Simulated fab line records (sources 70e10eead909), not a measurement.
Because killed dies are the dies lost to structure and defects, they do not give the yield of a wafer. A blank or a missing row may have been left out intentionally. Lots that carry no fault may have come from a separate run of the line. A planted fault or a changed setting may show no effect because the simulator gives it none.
Which tool is to blame?	flow nandHarc	Sampling: 21 lots, 63 wafers, 6 of 1302 route steps

## WHAT EACH GAUGE READ, for each wafer
The record holds no reading of a measuring or inspecting step that can be judged against a usual standard deviation.

## WHICH TOOL RAN EACH LOT (tool, then ch and the chambers of the sampled wafers, then the start)
lot	NHARC_A_CHANNEL_HOLE_D2_XSEM_32	NHARC_A_STAIRCASE_TRIM_18	NHARC_A_STAIRCASE_TRIM_26	NHARC_A_STAIRCASE_DESCUM_186	NHARC_A_STAIRCASE_TRIM_187	NHARC_A_STAIRCASE_TRIM_193
L074	xsem-01 ch 0, day 13 10:53	rieDiel-13 ch 0,1, day 15 21:03	rieDiel-13 ch 1,2, day 16 00:11 or earlier	rieDiel-12 ch 0,2,3, day 16 00:11	rieDiel-12 ch 0,2, day 16 00:14	rieDiel-12 ch 0,1,3, no start
L075	xsem-01 ch 0, day 13 21:11	rieDiel-12 ch 0,1,3, day 16 06:39 or earlier	rieDiel-13 ch 0,1, day 16 06:39 or earlier	rieDiel-04 ch 0,3, day 16 06:39	rieDiel-04 ch 0,1,2, day 16 06:45	rieDiel-04 ch 1,2, no start
L076	xsem-01 ch 0, day 14 12:13	rieDiel-04 ch 0,2,3, day 16 20:09 or earlier	rieDiel-13 ch 0,3, day 16 20:09 or earlier	rieDiel-04 ch 0,1,2, day 16 20:09	rieDiel-04 ch 1,2,3, day 16 20:17	rieDiel-04 ch 0,2,3, no start
L077	xsem-02 ch 0, day 14 12:21	rieDiel-12 ch 1,2,3, day 16 19:50 or earlier	rieDiel-12 ch 0,1,3, day 16 19:50 or earlier	rieDiel-04 ch 0,1,3, day 16 19:50	rieDiel-04 ch 0,1,2, day 16 19:56	rieDiel-04 ch 0,1,2, no start
L078	xsem-01 ch 0, day 14 20:38	rieDiel-13 ch 0,1,3, day 17 04:58 or earlier	rieDiel-13 ch 0,1, day 17 04:58 or earlier	rieDiel-13 ch 0,1,3, day 17 04:58	rieDiel-13 ch 0,1,3, day 17 05:05	rieDiel-13 ch 0,1,3, no start
L079	xsem-01 ch 0, day 15 08:50	rieDiel-12 ch 0,1,3, day 17 16:05 or earlier	rieDiel-04 ch 2,3, day 17 16:05 or earlier	rieDiel-13 ch 1,2, day 17 16:05	rieDiel-13 ch 1,2, day 17 16:10	rieDiel-13 ch 0,1,2, no start
L081	xsem-01 ch 0, day 16 01:02	rieDiel-13 ch 0,1,3, day 18 10:04 or earlier	rieDiel-13 ch 0,1,3, day 18 10:04 or earlier	rieDiel-12 ch 1,2, day 18 10:04	rieDiel-12 ch 0,2,3, day 18 10:10	rieDiel-12 ch 0,1,3, no start
L080	xsem-02 ch 0, day 16 02:48	rieDiel-12 ch 0,1,3, day 18 09:34 or earlier	rieDiel-12 ch 0,1,3, day 18 09:34 or earlier	rieDiel-13 ch 1,2, day 18 09:34	rieDiel-13 ch 2,3, day 18 09:46	rieDiel-13 ch 0,3, no start
L082	xsem-02 ch 0, day 16 22:14	rieDiel-13 ch 1,2, day 19 05:55 or earlier	rieDiel-13 ch 1,3, day 19 05:55 or earlier	rieDiel-12 ch 1,3, day 19 05:55	rieDiel-12 ch 1,3, day 19 05:59	rieDiel-12 ch 1,2,3, no start
L084	xsem-01 ch 0, day 17 23:46	rieDiel-13 ch 1,2,3, day 20 10:45 or earlier	rieDiel-13 ch 0,2,3, day 20 10:45 or earlier	rieDiel-13 ch 1,2,3, day 20 10:45	rieDiel-13 ch 1,2, day 20 10:49	rieDiel-13 ch 1,2,3, no start
L085	xsem-02 ch 0, day 18 09:09	rieDiel-12 ch 0,1,2, day 20 16:03	rieDiel-13 ch 0,1,2, day 20 19:05 or earlier	rieDiel-13 ch 0,2, day 20 19:05	rieDiel-13 ch 1,2,3, day 20 19:11	rieDiel-13 ch 0,1,3, no start
L086	xsem-01 ch 0, day 18 20:24	rieDiel-12 ch 0,1, day 21 07:03 or earlier	rieDiel-13 ch 0,2,3, day 21 07:03 or earlier	rieDiel-04 ch 0,2,3, day 21 07:03	rieDiel-04 ch 0,2,3, day 21 07:09	rieDiel-04 ch 0,1,3, no start
L087	xsem-01 ch 0, day 19 17:58	rieDiel-13 ch 0,2,3, day 22 01:05 or earlier	rieDiel-13 ch 0,2, day 22 01:05 or earlier	rieDiel-13 ch 0,1,3, day 22 01:05	rieDiel-13 ch 0,1, day 22 01:10	rieDiel-13 ch 0,2, no start
L089	xsem-02 ch 0, day 19 19:50	rieDiel-04 ch 0,1,2, day 22 02:26 or earlier	rieDiel-12 ch 0,1,2, day 22 02:26 or earlier	rieDiel-12 ch 0,1,2, day 22 02:26	rieDiel-12 ch 0,1,2, day 22 02:36	rieDiel-12 ch 0,1,2, no start
L088	xsem-01 ch 0, day 19 22:10	rieDiel-04 ch 1,3, day 22 05:51 or earlier	rieDiel-13 ch 0,2,3, day 22 05:51 or earlier	rieDiel-04 ch 1,3, day 22 05:51	rieDiel-04 ch 0,1, day 22 05:59	rieDiel-04 ch 0,1, no start
L090	xsem-02 ch 0, day 20 06:28	rieDiel-13 ch 2,3, day 22 15:50 or earlier	rieDiel-04 ch 0,2,3, day 22 15:50 or earlier	rieDiel-04 ch 0,3, day 22 15:50	rieDiel-04 ch 0,1,3, day 22 15:55	rieDiel-04 ch 0,1,3, no start
L091	xsem-02 ch 0, day 20 16:40	rieDiel-04 ch 0,1,2, day 23 05:41 or earlier	rieDiel-12 ch 1,3, day 23 05:41 or earlier	rieDiel-12 ch 1,2,3, day 23 05:41	rieDiel-12 ch 0,1,2, day 23 05:54	rieDiel-12 ch 1,2,3, no start
L095	xsem-02 ch 0, day 22 01:38	rieDiel-13 ch 0,1,3, day 24 08:55 or earlier	rieDiel-12 ch 1,2,3, day 24 08:55 or earlier	rieDiel-04 ch 1,2,3, day 24 08:55	rieDiel-04 ch 1,2,3, day 24 09:00	rieDiel-04 ch 0,2,3, no start
L094	xsem-01 ch 0, day 22 03:41	rieDiel-04 ch 1,2,3, day 24 09:13 or earlier	rieDiel-04 ch 0,1, day 24 09:13 or earlier	rieDiel-13 ch 2,3, day 24 09:13	rieDiel-13 ch 1,2,3, day 24 09:20	rieDiel-13 ch 0,3, no start
L096	xsem-02 ch 0, day 22 16:49	rieDiel-04 ch 0,1,2, day 25 00:55 or earlier	rieDiel-04 ch 0,1, day 25 00:55 or earlier	rieDiel-13 ch 0,1, day 25 00:55	rieDiel-13 ch 0,1,2, day 25 01:03	rieDiel-13 ch 0,2,3, no start
L097	xsem-01 ch 0, day 23 09:39	rieDiel-13 ch 0,1,2, day 25 20:14 or earlier	rieDiel-13 ch 1,2,3, day 25 20:14 or earlier	rieDiel-04 ch 1,2, day 25 20:14	rieDiel-04 ch 1,2, day 25 20:19	rieDiel-04 ch 0,3, no start
- NHARC_A_CHANNEL_HOLE_D2_XSEM_32
- NHARC_A_STAIRCASE_TRIM_18: chemistry O2, time 211.2 s.
- NHARC_A_STAIRCASE_TRIM_26: chemistry O2, time 211.2 s.
- NHARC_A_STAIRCASE_DESCUM_186: chemistry O2, time 3 s.
- NHARC_A_STAIRCASE_TRIM_187: chemistry O2, time 211.2 s.
- NHARC_A_STAIRCASE_TRIM_193: chemistry O2, time 211.2 s.

## WHAT THE TOOLS THEMSELVES READ (means of the sampled wafers that have a number; where no wafer has one, the mark that the record gives instead)
NHARC_A_CHANNEL_HOLE_D2_XSEM_32.
lot	tool	botCdNm (nm)	bowNm (nm)	tiltDeg (degrees)
L074	xsem-01	71.2	8.44	0.16
L075	xsem-01	73.4	8.86	0.12
L076	xsem-01	73.5	8.93	0.20
L077	xsem-02	74.9	8.46	0.07
L078	xsem-01	73.4	8.50	0.12
L079	xsem-01	76.5	8.14	0.04
L081	xsem-01	74.2	8.61	0.09
L080	xsem-02	76.3	8.93	0.08
L082	xsem-02	75.3	8.98	0.08
L084	xsem-01	72.9	8.41	0.09
L085	xsem-02	76.4	8.66	0.04
L086	xsem-01	74.3	9.02	0.14
L087	xsem-01	75.0	8.85	0.09
L089	xsem-02	71.5	8.50	0.08
L088	xsem-01	73.3	9.31	0.12
L090	xsem-02	77.9	8.60	0.01
L091	xsem-02	74.8	8.45	0.09
L095	xsem-02	75.3	8.57	0.09
L094	xsem-01	74.0	8.25	0.15
L096	xsem-02	74.8	8.69	0.14
L097	xsem-01	75.6	8.53	0.04

NHARC_A_STAIRCASE_TRIM_18.
lot	tool	drypumpMotorCurrentA (A)	oesProductAu (a.u.)	rfVppV (V)	showerheadPlenumPTorr (Torr)	throttleValvePct (%)
L074	rieDiel-13	5.7	1.013	57.9	3.48	17.050
L075	rieDiel-12	5.9	1.000	57.4	3.43	17.026
L076	rieDiel-04	5.5	1.000	57.4	3.49	17.041
L077	rieDiel-12	5.6	0.999	57.6	3.47	17.040
L078	rieDiel-13	5.6	1.026	57.8	3.50	17.044
L079	rieDiel-12	5.9	0.989	58.0	3.42	17.043
L081	rieDiel-13	5.6	1.025	57.9	3.50	17.040
L080	rieDiel-12	5.9	1.002	57.4	3.42	17.034
L082	rieDiel-13	6.0	1.005	57.9	3.35	17.037
L084	rieDiel-13	5.9	1.011	57.1	3.37	17.046
L085	rieDiel-12	5.6	1.005	58.8	3.58	17.033
L086	rieDiel-12	5.9	0.990	57.7	3.53	17.042
L087	rieDiel-13	5.4	1.017	57.3	3.45	17.039
L089	rieDiel-04	5.6	1.006	57.3	3.50	17.043
L088	rieDiel-04	5.5	0.998	58.1	3.40	17.038
L090	rieDiel-13	5.8	1.020	58.2	3.39	17.037
L091	rieDiel-04	5.6	1.010	57.5	3.50	17.027
L095	rieDiel-13	5.6	1.014	56.4	3.48	17.042
L094	rieDiel-04	5.4	1.019	57.5	3.42	17.034
L096	rieDiel-04	5.6	1.000	59.1	3.49	17.039
L097	rieDiel-13	5.5	1.011	57.4	3.59	17.047

NHARC_A_STAIRCASE_TRIM_26.
lot	tool	drypumpMotorCurrentA (A)	oesProductAu (a.u.)	rfVppV (V)	showerheadPlenumPTorr (Torr)	throttleValvePct (%)
L074	rieDiel-13	5.9	1.008	57.7	3.32	17.041
L075	rieDiel-13	5.7	1.008	57.8	3.48	17.039
L076	rieDiel-13	5.1	1.029	57.8	3.59	17.030
L077	rieDiel-12	5.9	0.997	57.8	3.42	17.035
L078	rieDiel-13	5.7	1.016	57.6	3.47	17.030
L079	rieDiel-04	5.3	1.004	57.1	3.41	17.041
L081	rieDiel-13	5.6	1.028	57.9	3.50	17.035
L080	rieDiel-12	5.9	0.997	58.0	3.42	17.042
L082	rieDiel-13	6.1	1.016	57.2	3.41	17.038
L084	rieDiel-13	5.5	1.014	58.3	3.46	17.041
L085	rieDiel-13	5.5	1.008	57.6	3.43	17.033
L086	rieDiel-13	5.4	1.018	57.0	3.45	17.042
L087	rieDiel-13	5.4	1.000	57.7	3.39	17.042
L089	rieDiel-12	5.6	0.994	58.3	3.58	17.030
L088	rieDiel-13	5.4	1.019	57.1	3.45	17.037
L090	rieDiel-04	5.5	1.005	57.5	3.46	17.040
L091	rieDiel-12	5.6	1.001	57.9	3.71	17.036
L095	rieDiel-12	5.6	1.005	57.6	3.62	17.042
L094	rieDiel-04	5.8	0.991	58.0	3.50	17.043
L096	rieDiel-04	5.8	0.987	57.4	3.50	17.034
L097	rieDiel-13	5.9	1.005	58.3	3.53	17.035

NHARC_A_STAIRCASE_DESCUM_186.
lot	tool	drypumpMotorCurrentA (A)	oesProductAu (a.u.)	rfVppV (V)	showerheadPlenumPTorr (Torr)	throttleValvePct (%)
L074	rieDiel-12	5.8	0.981	57.7	1.91	11.310
L075	rieDiel-04	5.8	1.007	57.5	1.90	11.316
L076	rieDiel-04	5.5	1.002	57.2	1.91	11.317
L077	rieDiel-04	5.6	1.010	57.7	1.87	11.313
L078	rieDiel-13	5.6	1.022	58.0	1.90	11.315
L079	rieDiel-13	5.9	0.992	57.7	1.79	11.308
L081	rieDiel-12	5.2	0.991	57.9	1.87	11.313
L080	rieDiel-13	6.0	1.004	57.0	1.81	11.316
L082	rieDiel-12	5.9	1.005	57.5	1.88	11.308
L084	rieDiel-13	5.9	1.008	58.4	1.82	11.308
L085	rieDiel-13	5.4	1.010	57.6	1.84	11.306
L086	rieDiel-04	5.5	1.001	57.6	1.88	11.309
L087	rieDiel-13	5.6	1.020	57.5	1.89	11.306
L089	rieDiel-12	5.6	0.994	58.5	1.94	11.315
L088	rieDiel-04	5.4	1.008	57.5	1.82	11.313
L090	rieDiel-04	5.6	0.999	56.9	1.83	11.309
L091	rieDiel-12	5.5	1.000	57.9	1.97	11.314
L095	rieDiel-04	5.4	1.007	57.4	1.85	11.310
L094	rieDiel-13	5.8	0.999	58.8	2.00	11.315
L096	rieDiel-13	5.7	1.010	57.1	1.86	11.312
L097	rieDiel-04	5.3	1.005	58.5	1.88	11.318

NHARC_A_STAIRCASE_TRIM_187.
lot	tool	drypumpMotorCurrentA (A)	oesProductAu (a.u.)	rfVppV (V)	showerheadPlenumPTorr (Torr)	throttleValvePct (%)
L074	rieDiel-12	5.8	0.986	57.8	3.47	17.039
L075	rieDiel-04	5.6	1.006	57.1	3.53	17.042
L076	rieDiel-04	5.3	1.016	57.1	3.45	17.035
L077	rieDiel-04	5.6	1.002	57.8	3.52	17.039
L078	rieDiel-13	5.6	1.022	57.2	3.50	17.051
L079	rieDiel-13	6.0	1.003	57.7	3.35	17.038
L081	rieDiel-12	5.8	0.981	58.2	3.51	17.022
L080	rieDiel-13	5.8	1.030	58.3	3.41	17.039
L082	rieDiel-12	5.9	0.996	58.1	3.47	17.030
L084	rieDiel-13	5.9	1.003	56.9	3.31	17.035
L085	rieDiel-13	5.9	1.019	57.1	3.37	17.029
L086	rieDiel-04	5.5	1.007	57.9	3.47	17.037
L087	rieDiel-13	5.7	1.011	57.6	3.46	17.031
L089	rieDiel-12	5.6	1.001	57.9	3.58	17.034
L088	rieDiel-04	5.7	1.004	57.2	3.47	17.039
L090	rieDiel-04	5.6	0.998	57.5	3.43	17.037
L091	rieDiel-12	5.6	0.999	58.3	3.57	17.034
L095	rieDiel-04	5.4	1.007	57.4	3.42	17.033
L094	rieDiel-13	5.9	0.998	57.6	3.54	17.041
L096	rieDiel-13	5.5	1.010	58.2	3.59	17.040
L097	rieDiel-04	5.3	1.007	57.5	3.48	17.036

NHARC_A_STAIRCASE_TRIM_193.
lot	tool	drypumpMotorCurrentA (A)	oesProductAu (a.u.)	rfVppV (V)	showerheadPlenumPTorr (Torr)	throttleValvePct (%)
L074	rieDiel-12	5.9	1.013	58.4	3.43	17.043
L075	rieDiel-04	5.3	1.024	57.9	3.52	17.031
L076	rieDiel-04	5.5	1.000	58.6	3.49	17.037
L077	rieDiel-04	5.6	1.001	57.7	3.52	17.036
L078	rieDiel-13	5.6	1.024	58.1	3.50	17.041
L079	rieDiel-13	5.5	1.010	57.4	3.44	17.047
L081	rieDiel-12	5.9	0.995	56.6	3.42	17.040
L080	rieDiel-13	5.5	1.042	58.2	3.53	17.034
L082	rieDiel-12	5.5	0.998	57.4	3.46	17.034
L084	rieDiel-13	5.9	1.006	56.9	3.37	17.031
L085	rieDiel-13	5.6	1.018	58.0	3.49	17.043
L086	rieDiel-04	5.6	1.001	57.6	3.44	17.031
L087	rieDiel-13	5.4	0.997	58.1	3.39	17.031
L089	rieDiel-12	5.6	1.004	57.4	3.58	17.039
L088	rieDiel-04	5.7	1.002	58.0	3.47	17.037
L090	rieDiel-04	5.6	1.002	56.9	3.43	17.043
L091	rieDiel-12	5.5	1.011	57.9	3.63	17.041
L095	rieDiel-04	5.5	1.006	57.3	3.46	17.037
L094	rieDiel-13	5.5	1.010	57.2	3.51	17.031
L096	rieDiel-13	5.4	1.003	58.8	3.62	17.038
L097	rieDiel-04	5.8	0.987	58.1	3.46	17.034

## THE ANSWER, worked out from the rows above alone
Rule: the usual values come from the lots themselves. The widest of any qualifying gaps counts: lots, ordered by their means at a reading, are off when they make up no more than a third of the lots, leave a main group of 4 or more, and stand apart from it by 3 or more times the standard deviation of that group's means. Not used: any main group whose means are identical at the precision the tables above print for the reading. Also off: a lot with no number at a reading for which 4 or more lots have one. Any other lot the step has rows for is counted as sound. The gauges are gone through in route order, then the tools' own readings, and for those a lot's mean is taken as printed above. The first step at which some lot is off is used, and at that step the reading that is off furthest; a lot without a number counts as furthest.
No lot is off on any of the readings shown, so nothing can be concluded from this.

## WHAT THE SIMULATOR HAD INSERTED
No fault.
